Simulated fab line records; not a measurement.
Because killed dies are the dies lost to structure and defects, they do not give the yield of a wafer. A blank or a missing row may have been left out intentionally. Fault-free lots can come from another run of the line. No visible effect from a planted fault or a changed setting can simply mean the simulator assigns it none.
2 desks looking at one fault | flow nand harc | every desk sees just its own numbers, and what lay behind them comes last

FOR THE TOOL OWNER'S DESK: rie diel-03
The tool's own readings at NHARC_A_CHANNEL_HOLE_D1_ETCH_44 (etches the open film in CF4/O2, target depth 140 nm, overetch 14 nm, time 77 s): means of the sampled wafers that have a number, for each lot that ran on this tool. The brackets show how far a lot's mean lies from the usual mean; more than 4 standard deviations puts the lot out of limits, marked OUT. Only the readings that lie furthest out on some lot appear, 7 of the 8 it has.
Columns: A = bias w at NHARC_A_CHANNEL_HOLE_D1_ETCH_44, usual 99.97 W; B = cf4 flow sccm at NHARC_A_CHANNEL_HOLE_D1_ETCH_44, usual 79.97 sccm; C = o2 flow sccm at NHARC_A_CHANNEL_HOLE_D1_ETCH_44, usual 20.00 sccm; D = oes product au at NHARC_A_CHANNEL_HOLE_D1_ETCH_44, usual 0.999 a.u.; E = rf vpp V at NHARC_A_CHANNEL_HOLE_D1_ETCH_44, usual 198.2 V; F = showerhead plenum p Torr at NHARC_A_CHANNEL_HOLE_D1_ETCH_44, usual 1.35 Torr; G = throttle valve pct at NHARC_A_CHANNEL_HOLE_D1_ETCH_44, usual 13.397 %
lot  | first seen here | A      | B     | C     | D     | E     | F    | G
L597 | day 8 11:17     | 100.00 | 80.08 | 20.04 | 1.007 | 198.5 | 1.38 | 13.402
L600 | day 9 01:47     | 99.79  | 79.77 | 19.97 | 1.012 | 199.1 | 1.38 | 13.392
L599 | day 9 06:25     | 99.87  | 80.01 | 20.00 | 0.992 | 199.2 | 1.40 | 13.402
L618 | day 13 16:53    | 100.07 | 79.91 | 20.03 | 1.004 | 197.5 | 1.35 | 13.395
L619 | day 14 12:21    | 100.24 | 80.13 | 20.01 | 0.994 | 198.9 | 1.37 | 13.396
Result from this desk: across the 5 lots, nothing is out of limits.

FROM THE METROLOGY DESK
Means of the sampled wafers that have a number, per lot and without regard to the tool the lot ran on: this is what the gauges read. The brackets show how far a lot's mean lies from the usual mean; more than 4 standard deviations puts the lot out of limits, marked OUT.
Columns: A = cd nm at NHARC_A_CHANNEL_HOLE_D1_CD_MEAS_30, usual 90.2 nm
lot  | first seen here | A
L597 | day 8 12:04     | 90.2
L600 | day 9 03:02     | 90.8
L599 | day 9 07:13     | 90.9
L603 | day 9 18:04     | 90.6
L609 | day 11 22:26    | 89.6
L608 | day 12 01:10    | 89.5
L615 | day 12 17:43    | 91.3
L617 | day 13 09:41    | 90.4
L616 | day 13 11:08    | 90.2
L618 | day 13 17:41    | 89.2
L620 | day 14 08:57    | 88.4
L619 | day 14 13:08    | 90.9
Result from this desk: across the 12 lots, nothing is out of limits.

PUT TOGETHER
Nothing out of limits was seen by the tool owner's desk.
At the metrology desk, nothing out of limits was observed.

WHAT WAS PUT IN BY THE SIMULATOR
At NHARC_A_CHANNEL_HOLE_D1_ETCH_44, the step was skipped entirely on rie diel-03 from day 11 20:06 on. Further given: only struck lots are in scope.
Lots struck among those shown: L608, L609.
